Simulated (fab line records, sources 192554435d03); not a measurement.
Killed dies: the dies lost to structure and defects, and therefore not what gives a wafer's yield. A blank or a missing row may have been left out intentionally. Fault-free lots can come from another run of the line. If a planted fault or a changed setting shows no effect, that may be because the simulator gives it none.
fab line records ; flow n5_finfet
record: lots: 5; wafers: 15; last_day: 18
route steps=1938 shown FIN_SAQP@108 FIN_CUT@165
lots untouched by any fault: they come from a run of this same line in which no faults occurred
start_h: hours from the record's opening day to when the first of the lot's shown wafers began ; wait_h: how many hours have passed since the lot's step before this one ; " identical to the entry in the row above ; L1.1+2: several wafers, shown together as one row ; - no value, or no start given ; * or withheld: withheld ; < > ~ a bound
route shown NAME@n: a module of which the file shows steps, and the number in the route of the first ; usual: mean/standard deviation taken from wafers without a fault ; same: alike in all rows ; chamber/n: place in a boat ; sites: each site's reading ; _std_site: the values' standard deviation ; _edge_site: outer sites' mean less inner sites' ; radius_mm: how far each site lies from the wafer's centre ; mask NAME#n: copy n ; behind: tool/chamber where the wafer was last shaped ; hold: cause of the lot's hold/its duration in hours/its outcome ; device: the transistor (n, p or np) that didn't switch ; end of line: tests of these same wafers at the route's end ; a step with no rows: only its recipe ; killed: dies that structure and defects cost at the first sort, which is not the same as the wafer's yield ; map: a wafer's dies, x killed, . not, _ none there
set.NAME: setting as actually run; set.NAME@STEP: the setting as run at that earlier step ; model.NAME: the simulator's own value behind a step, which no gauge read
certain route steps with their lots: each step a table, each wafer a row
services: from which hour (start_h, from the record's first day; less than 0 if before it) a tool's chamber was out of use, for how many hours, and why
== steps ==
step: N5_FIN_SAQP_EXPOSE_13
recipe: mask_id: FIN_CORE; na: 1.35; source_shape: dipole; sigma_inner: 0.538; sigma_outer: 0.738; polarization: te; target_cd_nm: 35.6; dose_mj: 63.25
step: N5_FIN_SAQP_PEB_14
recipe: peb_temp_c: withheld; peb_time_s: 60; resist: CAR-ArF
step: N5_FIN_SAQP_DEVELOP_15
recipe: develop_time_s: 30; developer: TMAH; resist: CAR-ArF; dev_temp_c: 23; rinse_liquid: diw; dry: air_spin
step: N5_FIN_SAQP_DESCUM_21
recipe: chemistry: O2; time_s: 7.9; source_power_w: 50; bias_power_w: 20; pressure_mtorr: 20; rf_frequency_hz: 2.712e+07; temp_c: 40; resist: CAR-ArF; o2_flow_sccm: 225
step: N5_FIN_SAQP_ETCH_51
recipe: chemistry: CF4; target: SiARC; target_depth_a: 455; mask_material: CAR-ArF; time_s: 75.8; ion_energy_ev: 80; pressure_mtorr: 40; source_w: 545; bias_w: 36; Ar_flow_sccm: 100; cf4_flow_sccm: 100; ends: cleared
step: N5_FIN_SAQP_ETCH_52
recipe: chemistry: N2/H2; target: SOC; target_depth_a: 1000; overetch_a: 200; mask_material: SiARC; temp_c: 40; time_s: 150; ion_energy_ev: 200; pressure_mtorr: 30; source_w: 840; bias_w: 150; n2_flow_sccm: 200; h2_flow_sccm: 200; ends: end_point
step: N5_FIN_SAQP_STRIP_53
recipe: chemistry: N2/H2; temp_c: 40; n2_flow_sccm: 200; h2_flow_sccm: 200; rf_frequency_hz: 6e+07
step: N5_FIN_SAQP_HM_OPEN_73
recipe: chemistry: CHF3/O2; target: SiO2; stop_on: a-Si; target_depth_a: 120; over_etch_frac: 1.8; mask_material: SOC; time_s: 16.8; pressure_mtorr: 30; source_w: 650; bias_w: 170; Ar_flow_sccm: 200; CHF3_flow_sccm: 50; O2_flow_sccm: 5; ion_energy_ev: 200; ends: end_point
step: N5_FIN_SAQP_STRIP_74
recipe: chemistry: CHF3/O2; resist: SiARC; rf_frequency_hz: 6e+07
step: N5_FIN_SAQP_MANDREL_ETCH_22
recipe: target_depth_a: 600; chemistry: HBr/Cl2; target: a-Si; stop_on: SiNx; bt_time_s: 10; over_etch_frac: 0.5; time_s: 30; pressure_mtorr: 10; icp_w: 800; bias_w: 75; HBr_flow_sccm: 150; Cl2_flow_sccm: 80; ends: end_point
usual: bias_w: 75.03/0.22; drypump_motor_current_A: 5.6/0.5; oes_product_au: 0.774/0.018; throttle_valve_pct: 35.51/0.26
same: bt_time_s: 10
lot.wafer;tool;chamber;start_h;wait_h;bias_w;drypump_motor_current_A;oes_product_au;rf_hours_counter_h;throttle_valve_pct
L465.2;rie_si-03;3;48.92;0.0;74.79;4.9;0.788;79;35.58
L465.5;rie_si-03;2;48.92;0.0;75.34;5.2;0.798;-;35.23
L465.6;rie_si-03;3;48.92;0.0;74.91;4.9;0.790;-;35.56
L476.1;rie_si-03;1;111.80;0.0;75.26;5.7;0.754;182;35.72
L476.3;rie_si-03;0;111.80;0.0;75.19;6.0;0.761;148;35.05
L476.6;rie_si-03;1;111.80;0.0;75.11;5.7;0.761;-;35.73
L477.1;rie_si-03;2;120.98;0.0;75.16;5.2;0.783;106;35.27
L477.3;rie_si-03;0;120.98;0.0;75.20;6.0;0.754;148;35.05
L477.6;rie_si-03;2;120.98;0.0;74.79;5.2;0.786;-;35.24
L479.1;rie_si-02;0;130.17;0.0;75.20;5.5;0.795;31;35.64
L479.5;rie_si-02;1;130.17;0.0;74.72;5.8;0.788;-;35.80
L479.6;rie_si-02;0;130.17;0.0;75.07;5.5;0.791;-;35.63
L481.3;rie_si-03;0;156.91;0.0;75.04;6.0;0.748;149;35.04
L481.4;rie_si-03;1;156.91;0.0;74.76;5.7;0.763;183;35.73
L481.5;rie_si-03;0;156.91;0.0;75.18;6.0;0.763;-;35.03
step: N5_FIN_SAQP_STRIP_55
recipe: chemistry: N2/H2; power_w: 500; temp_c: 40; pressure_mtorr: 50; rf_frequency_hz: 6e+07; overash_fraction: 0.3; bias_power_w: 28; h2_frac: 0.5; n2_flow_sccm: 300; h2_flow_sccm: 300
step: N5_FIN_SAQP_STRIP_23
recipe: chemistry: SPM; time_s: 750; temp_c: 130; h2so4_h2o2_vol_ratio: 4
step: N5_FIN_SAQP_SRD_66
recipe: dry: ipa_marangoni; time_s: 30; temp_c: 23; rinse_liquid: diw
step: N5_FIN_SAQP_RECESS_75
recipe: chemistry: HF/NH3; target: SiO2; target_depth_a: 144; afs_cycles: 3; temp_c: 30; sublimation_temp_c: 180; sublimation_time_s: 60
step: N5_FIN_SAQP_SPACER1_ALD_24
recipe: material: SiO2; target_thk_a: 203; temp_c: 300; ald_precursor_family: BDEAS; ald_co_reactant: O2-plasma; pulse_time_s: 1; purge_time_s: 2; co_reactant_purge_time_s: 2; ald_cycles: 218; pressure_torr: 2
step: N5_FIN_SAQP_SPACER1_ETCHBACK_25
recipe: chemistry: CHF3/O2; mode: anisotropic_etchback; target: SiO2; target_depth_a: 244; time_s: 12.2; pressure_mtorr: 30; source_w: 650; bias_w: 170; Ar_flow_sccm: 200; CHF3_flow_sccm: 50; O2_flow_sccm: 5; ion_energy_ev: 200
step: N5_FIN_SAQP_MANDREL1_REMOVE_56
recipe: chemistry: HBr/Cl2/O2; bt_time_s: 10; target: a-Si; stop_on: SiNx; endpoint: OES-SiCl; over_etch_frac: 1; icp_w: 600; bias_w: 22; HBr_flow_sccm: 150; Cl2_flow_sccm: 80; O2_flow_sccm: 5; pressure_mtorr: 10
step: N5_FIN_SAQP_ETCH_57
recipe: chemistry: CH3F/O2; target: SiNx; mask_material: SiO2; target_depth_a: 325; time_s: 46.4; pressure_mtorr: 30; source_w: 395; bias_w: 73; Ar_flow_sccm: 150; CH3F_flow_sccm: 30; O2_flow_sccm: 20; ion_energy_ev: 120; ends: cleared
step: N5_FIN_SAQP_ETCH_65
recipe: chemistry: CF4; target: SiO2; target_depth_a: 40; ion_energy_ev: 350; time_s: 4.4; pressure_mtorr: 10; icp_w: 800; bias_w: 400; cf4_flow_sccm: 80
step: N5_FIN_SAQP_MANDREL_ETCH_58
recipe: chemistry: HBr/Cl2; target: a-Si; target_depth_a: 450; bt_time_s: 10; stop_on: SiNx; mask_material: SiO2; over_etch_frac: 0.8; time_s: 27; pressure_mtorr: 10; icp_w: 800; bias_w: 75; HBr_flow_sccm: 150; Cl2_flow_sccm: 80; ends: end_point
step: N5_FIN_SAQP_RECESS_63
recipe: chemistry: HF/NH3; target: SiO2; target_depth_a: 180; afs_cycles: 3; temp_c: 30; sublimation_temp_c: 180; sublimation_time_s: 60
step: N5_FIN_SAQP_COAT_68
recipe: resist: SOC; temp_c: 250; time_s: 60; spin_rpm: 1500; resist_thk_nm: 100
step: N5_FIN_SAQP_ETCH_69
recipe: chemistry: N2/H2; target: SOC; target_depth_a: 1500; stop_on: SiNx; ion_energy_ev: 100; bias_w: 61; pressure_mtorr: 30; source_w: 850; n2_flow_sccm: 200; h2_flow_sccm: 200
step: N5_FIN_SAQP_ETCH_67
recipe: chemistry: CH3F/O2; target: SiNx; target_depth_a: 300; mask_material: SOC; pressure_mtorr: 30; source_w: 395; bias_w: 73; Ar_flow_sccm: 150; CH3F_flow_sccm: 30; O2_flow_sccm: 20; ion_energy_ev: 120
step: N5_FIN_SAQP_STRIP_70
recipe: chemistry: N2/H2; power_w: 500; temp_c: 40; pressure_mtorr: 50; rf_frequency_hz: 6e+07; overash_fraction: 0.3; bias_power_w: 28; h2_frac: 0.5; n2_flow_sccm: 300; h2_flow_sccm: 300
step: N5_FIN_SAQP_RECESS_71
recipe: chemistry: HF/NH3; target: SiO2; target_depth_a: 30; afs_cycles: 1; temp_c: 30; sublimation_temp_c: 180; sublimation_time_s: 60
step: N5_FIN_SAQP_SPACER2_ALD_28
recipe: material: SiO2; target_thk_a: 81; temp_c: 300; ald_precursor_family: BDEAS; ald_co_reactant: O2-plasma; pulse_time_s: 1; purge_time_s: 2; co_reactant_purge_time_s: 2; pressure_torr: 2
step: N5_FIN_SAQP_SPACER2_ETCHBACK_29
recipe: chemistry: CHF3/O2; mode: anisotropic_etchback; target: SiO2; target_depth_a: 122; time_s: 6.1; pressure_mtorr: 30; source_w: 650; bias_w: 170; Ar_flow_sccm: 200; CHF3_flow_sccm: 50; O2_flow_sccm: 5; ion_energy_ev: 200
step: N5_FIN_SAQP_MANDREL2_REMOVE_60
recipe: chemistry: HBr/Cl2/O2; bt_time_s: 10; target: a-Si; stop_on: SiNx; endpoint: OES-SiCl; over_etch_frac: 1; icp_w: 600; bias_w: 22; HBr_flow_sccm: 150; Cl2_flow_sccm: 80; O2_flow_sccm: 5; pressure_mtorr: 10
step: N5_FIN_SAQP_HM_OPEN_33
recipe: chemistry: CH3F/O2; target: SiNx; mask_material: SiO2; target_depth_a: 494; time_s: 70.6; pressure_mtorr: 30; source_w: 395; bias_w: 73; Ar_flow_sccm: 150; CH3F_flow_sccm: 30; O2_flow_sccm: 20; ion_energy_ev: 120; ends: cleared
step: N5_FIN_SAQP_ETCH_34
recipe: chemistry: C4F6/O2; target: SiO2; target_depth_a: 450; time_s: 15; ion_energy_ev: 250; pressure_mtorr: 30; source_w: 345; bias_w: 185; Ar_flow_sccm: 300; C4F6_flow_sccm: 10; O2_flow_sccm: 10; ends: cleared
step: N5_FIN_SAQP_STRIP_77
recipe: chemistry: N2/H2; time_s: 90; power_w: 100; temp_c: 40; pressure_mtorr: 100; rf_frequency_hz: 6e+07; bias_power_w: 3; n2_flow_sccm: 300; h2_flow_sccm: 300
step: N5_FIN_SAQP_ETCH_64
recipe: chemistry: CF4; target: SiO2; target_depth_a: 15; ion_energy_ev: 350; pressure_mtorr: 10; icp_w: 800; bias_w: 400; cf4_flow_sccm: 80
step: N5_FIN_SAQP_FIN_ETCH_36
recipe: chemistry: HBr/Cl2/O2; target_depth_a: 1200; mask_material: SiNx; time_s: 50.4; bias_w: 102; pressure_mtorr: 10; icp_w: 800; HBr_flow_sccm: 150; Cl2_flow_sccm: 80; O2_flow_sccm: 12
step: N5_FIN_SAQP_PRECLEAN_38
recipe: chemistry: O3/DIW; time_s: 45; temp_c: 22; o3_ppm: 10
step: N5_FIN_SAQP_INSPECT_40
recipe: inspect_instrument: brightfield; mode: aei
usual: raw_defect_count: 221/57
lot.wafer;tool;chamber;start_h;wait_h;raw_defect_count
L465.2;defect_inspect-01;-;52.84;0.0;212
L465.5;defect_inspect-01;-;52.84;0.0;380
L465.6;defect_inspect-01;-;52.84;0.0;246
L476.1;defect_inspect-01;-;116.59;0.0;1429
L476.3;defect_inspect-01;-;116.59;0.0;1677
L476.6;defect_inspect-01;-;116.59;0.0;1671
L477.1;defect_inspect-02;-;128.13;0.0;1473
L477.3;defect_inspect-02;-;128.13;0.0;1492
L477.6;defect_inspect-02;-;128.13;0.0;1484
L479.1;defect_inspect-01;-;134.29;0.0;194
L479.5;defect_inspect-01;-;134.29;0.0;167
L479.6;defect_inspect-01;-;134.29;0.0;181
L481.3;defect_inspect-01;-;162.24;0.0;1665
L481.4;defect_inspect-01;-;162.24;0.0;1437
L481.5;defect_inspect-01;-;162.24;0.0;1661
step: N5_FIN_CUT_INSPECT_10
recipe: mode: adi; inspect_instrument: brightfield
usual: raw_defect_count: 41/11
lot.wafer;tool;chamber;start_h;wait_h;raw_defect_count
L465.2;defect_inspect-01;-;53.23;0.0;31
L465.5;defect_inspect-01;-;53.23;0.0;59
L465.6;defect_inspect-01;-;53.23;0.0;28
L476.1;defect_inspect-02;-;116.98;0.1;1294
L476.3;defect_inspect-02;-;116.98;0.1;1378
L476.6;defect_inspect-02;-;116.98;0.1;1372
L477.1;defect_inspect-01;-;128.52;0.1;1361
L477.3;defect_inspect-01;-;128.52;0.1;1325
L477.6;defect_inspect-01;-;128.52;0.1;1308
L479.1;defect_inspect-02;-;142.97;0.1;34
L479.5;defect_inspect-02;-;142.97;0.1;35
L479.6;defect_inspect-02;-;142.97;0.1;26
L481.3;defect_inspect-01;-;162.63;0.0;1399
L481.4;defect_inspect-01;-;162.63;0.0;1277
L481.5;defect_inspect-01;-;162.63;0.0;1398
== services ==
tool;chamber;start_h;hours;kind
rie_si-03;0;38.13;3.4;repair
rie_si-03;-;70.51;2.8;pm
rie_si-02;0;144.13;3.1;repair
== key ==
first_sign: step: N5_FIN_SAQP_INSPECT_40; reading: raw_defect_count; direction: up; sigmas: 23; usual: 221; struck: 1554
effect: step: N5_FIN_CUT_INSPECT_10; reading: raw_defect_count; direction: up; sigmas: 99+; usual: 41; struck: 1346
met_at N5_FIN_SAQP_MANDREL_ETCH_22
struck_wafers L476.1,L476.3,L476.6,L477.1,L477.3,L477.6,L481.3,L481.4,L481.5
rows_end L476.1,L476.3,L476.6,L477.1,L477.3,L477.6,L481.3,L481.4,L481.5
onset_between 48.92 111.80
fault: kind: chamber_particle_source; tool: rie_si-03; chamber: -; onset_h: 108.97; steps: N5_FIN_SAQP_MANDREL_ETCH_22; rate_per_visit_cm2: 1.9864; until_the_next_wet_clean: True
rows_end: these wafers met a further fault down the route, and their rows from its step on are left out
